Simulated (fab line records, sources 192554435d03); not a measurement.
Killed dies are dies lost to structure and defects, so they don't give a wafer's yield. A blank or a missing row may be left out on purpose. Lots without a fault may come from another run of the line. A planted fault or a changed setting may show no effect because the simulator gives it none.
Chamber matching | flow n5_finfet | N5_BEOL_M7_CURE_74 on uv_cure-01: 3 sister chambers
The step cures SiCOH lowk, time 240 s. 14 wafers are shown with their chamber, then 7 later ones without.

WAFERS WITH THEIR CHAMBER
wafer  | chamber | wafer_temp_C_max | lamp_power_pct (%)
L079.2 | 2       | 387.0            | 52.28
L079.3 | 2       | 386.5            | 52.34
L079.5 | 2       | 387.4            | 52.31
L085.2 | 1       | 386.3            | 52.28
L085.5 | 1       | 386.7            | 52.34
L085.6 | 1       | 386.1            | 52.31
L084.2 | 2       | 386.4            | 52.33
L084.5 | 2       | 386.6            | 52.41
L084.6 | 2       | 386.5            | 52.34
L089.1 | 2       | 387.8            | 52.31
L089.4 | 2       | 387.6            | 52.24
L089.6 | 2       | 387.5            | 52.41
L092.3 | 0       | 386.7            | 52.24
L092.5 | 0       | 386.9            | 52.29

SIGNATURES (means of the wafers above)
reading          | chamber 0 | chamber 1 | chamber 2 | scatter within a chamber
wafer_temp_C_max | 386.800   | 386.367   | 387.033   | 0.489
lamp_power_pct   | 52.2650   | 52.3100   | 52.3300   | 0.05
Rule: a wafer's distance from a chamber is the root of the sum, over the readings, of the square of ((its reading less the chamber's mean) divided by the reading's scatter). The wafer belongs to the nearest chamber; if the next one is less than 2 further off, it can't be placed. The scatter: the root of (the sum of the squares of (reading less its chamber's mean) over the shown wafers, divided by (wafers less chambers)).

WAFERS WITHOUT THEIR CHAMBER
wafer  | wafer_temp_C_max | lamp_power_pct (%)
L092.6 | 386.8            | 52.29
L096.1 | 386.2            | 52.29
L096.2 | 386.6            | 52.23
L096.5 | 385.9            | 52.24
L097.3 | 387.5            | 52.31
L097.4 | 386.5            | 52.22
L097.5 | 386.8            | 52.26

WHICH CHAMBER EACH WENT THROUGH
wafer  | from the rows above          | in truth
L092.6 | can't be placed: 0 or 2 or 1 | 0
L096.1 | can't be placed: 1 or 0 or 2 | 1
L096.2 | can't be placed: 0 or 1 or 2 | 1
L096.5 | can't be placed: 1 or 0 or 2 | 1
L097.3 | can't be placed: 2 or 0 or 1 | 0
L097.4 | can't be placed: 0 or 1 or 2 | 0
L097.5 | can't be placed: 0 or 1 or 2 | 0
Placed correctly: 0 of 7. Can't be placed from these rows: 7 (the true chamber is among the candidates in 7). Placed wrongly: 0.
